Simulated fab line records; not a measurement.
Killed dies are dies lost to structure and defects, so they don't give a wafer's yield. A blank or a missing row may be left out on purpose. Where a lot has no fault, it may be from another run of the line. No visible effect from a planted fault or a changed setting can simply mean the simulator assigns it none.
A lot that was struck, set against a sound lot :: flow n5Finfet :: 19 steps out of a route of 1938
Sound: the wafers L164.2, L164.3, L164.6. Struck: wafer L160.4 (L160.1, L160.3, from the same lot, were not struck and are left out); the cause is given at the end.
For every step that has rows: the tool of each side, followed by ch and its chambers, followed by its first start. Under that, the readings that differ: sound wafers :: struck wafers :: difference of the means :: sigmas: that difference in standard deviations of wafers without a fault.
alike: same words and numbers on both sides, and readings whose means sit less than 2 such deviations apart. not compared: any withheld reading, any reading some wafer has no value for, any bound like >300 that may hide the same value, and any number with overlapping values for which the record gives no deviation.
Wherever a step has rows on one side only, a row that says differs or no value, or a row with sigmas, the two part there. Non-overlapping numbers with no deviation appear without sigmas and do not part them. A reading missing from all wafers of one side parts the sides only when that side holds two or more wafers.

first, 1 step without rows for these wafers: N5_SDB_STRIP_19 (strips in N2/H2).
N5_SDB_STRIP_21: strips in CF4.
  sound on rieDiel-02 ch 1,3, day 7 00:46; struck on rieDiel-01 ch 2, day 6 08:23
reading: drypumpMotorCurrentA (A)
sound: 6.5 5.9 6.5
struck: 5.0
difference: -1.3
sigmas: -3
  alike: oesProductAu, rfVppV, showerheadPlenumPTorr, throttleValvePct
  not compared: rfHoursCounterH
N5_SDB_HM_OPEN_20: chemistry CH3F/O2, target SiNx, stops on poly-Si, target depth 24 nm.
  sound on rieDiel-02 ch 1,3, day 7 00:47; struck on rieDiel-01 ch 2, day 6 08:25
reading: drypumpMotorCurrentA (A)
sound: 6.5 5.9 6.5
struck: 5.0
difference: -1.3
sigmas: -3
  alike: oesProductAu, rfVppV, showerheadPlenumPTorr, throttleValvePct
  not compared: rfHoursCounterH
then, 3 steps without rows for these wafers: N5_SDB_STRIP_22 (strips in N2/H2); N5_SDB_PRECLEAN_23 (cleans in dHF, time 30 s); N5_SDB_DUMMY_REMOVE_24 (chemistry TMAH, target poly-Si, stops on SiO2, target depth 142 nm, time 57 s, rinse time 30 s).
N5_SDB_ETCH_25: etches SiO2 in C4F6/O2, target depth 10 nm, time 3.3 s.
  sound on rieDiel-06 ch 0,3, day 7 01:05; struck on rieDiel-01 ch 0, day 6 08:55
  alike: drypumpMotorCurrentA, oesProductAu, rfVppV, showerheadPlenumPTorr, throttleValvePct
  not compared: rfHoursCounterH
N5_SDB_CUT_ETCH_26: etches Si in HBr/Cl2/O2, target depth 129.6 nm, bt time 20 s, time 51.8 s.
  sound on rieSi-06 ch 2,3, day 7 01:10; struck on rieSi-06 ch 2, day 6 09:01
  alike: drypumpMotorCurrentA, oesProductAu, throttleValvePct
  not compared: rfHoursCounterH
then, 4 steps without rows for these wafers: N5_SDB_PRECLEAN_38 (cleans in dHF, time 10 s); N5_SDB_PRECLEAN_39 (cleans in O3/DIW, time 45 s); N5_SDB_SRD_28 (time 30 s); N5_SDB_ALD_29 (deposits SiNx, target thk 30 nm, pulse time 1 s, ald cycles 600).
N5_SDB_CMP_30: polishes, stops on poly-Si, t overpolish 1.54 s, target thk 30 nm.
  sound on cmp-02 ch 2,3, day 7 04:11; struck on cmp-04 ch 0, day 6 11:56
reading: timeToEndpointS (s)
sound: 17.7 16.9 14.2
struck: 35.7
difference: +19.4
sigmas: +8

reading: model.a-Si_of_DUMMY_GATE_CVD_03.thkNm (nm)
sound: 62.6 64.4 64
struck: 65.4
difference: +1.7
sigmas: 
  alike: motorCurrentA, overpolishRunS
N5_SDB_THK_MEAS_31:
  sound on filmMetro-02, day 7 04:29; struck on filmMetro-02, day 6 12:14
  alike: SDB_THK
N5_SDB_INSPECT_36: inspects for defects (darkfield).
  sound on defectInspect-02, day 7 04:30; struck on defectInspect-02, day 6 12:15
  alike: rawDefectCount
N5_DUMMY_REMOVAL_HM_STRIP_01: strips SiNx in CH3F/O2, stops on poly-Si, target depth 4 nm, time 6.8 s.
  sound on rieDiel-05 ch 1,2,3, day 7 04:32; struck on rieDiel-05 ch 2, day 6 12:17
reading: model.a-Si_of_DUMMY_GATE_CVD_03.thkNm (nm)
sound: 62.6 64.4 64
struck: 65.4
difference: +1.7
sigmas: 
  alike: drypumpMotorCurrentA, oesProductAu, rfVppV, showerheadPlenumPTorr, throttleValvePct
  not compared: rfHoursCounterH
N5_DUMMY_REMOVAL_STRIP_10: strips in N2/H2, time 40 s.
  sound on rieDiel-05 ch 1,2,3, day 7 04:34; struck on rieDiel-05 ch 2, day 6 12:19
  alike: drypumpMotorCurrentA, oesProductAu, rfVppV, showerheadPlenumPTorr, throttleValvePct
  not compared: rfHoursCounterH
-- record jumps: 4 days separate the struck wafers' starts on either side; left off in module DUMMY_REMOVAL, taken up again in module BEOL_M4, whose first shown step is the route's number 1111 --
N5_BEOL_M4_RC_MEAS_101:
  sound on prober-01 ch 0, day 11 17:37; struck on prober-02 ch 0, day 10 17:52
reading: SS_P (mV/dec)
sound: 73.6 73.2 73.7
struck: 72.3
difference: -1.2
sigmas: -2
  alike: DIBL_N, DIBL_P, IOFF_N, IOFF_P, ION_N, ION_P, SS_N, VT_N, VT_P
N5_PASSIVATION_PROBE_49:
  rows exist in the record for the sound wafers here (prober-02, day 16 05:03), none for the struck ones

WHERE THEY PART
First at N5_SDB_STRIP_21; last, within this record, at N5_PASSIVATION_PROBE_49.

WHY: what had been put in by the simulator
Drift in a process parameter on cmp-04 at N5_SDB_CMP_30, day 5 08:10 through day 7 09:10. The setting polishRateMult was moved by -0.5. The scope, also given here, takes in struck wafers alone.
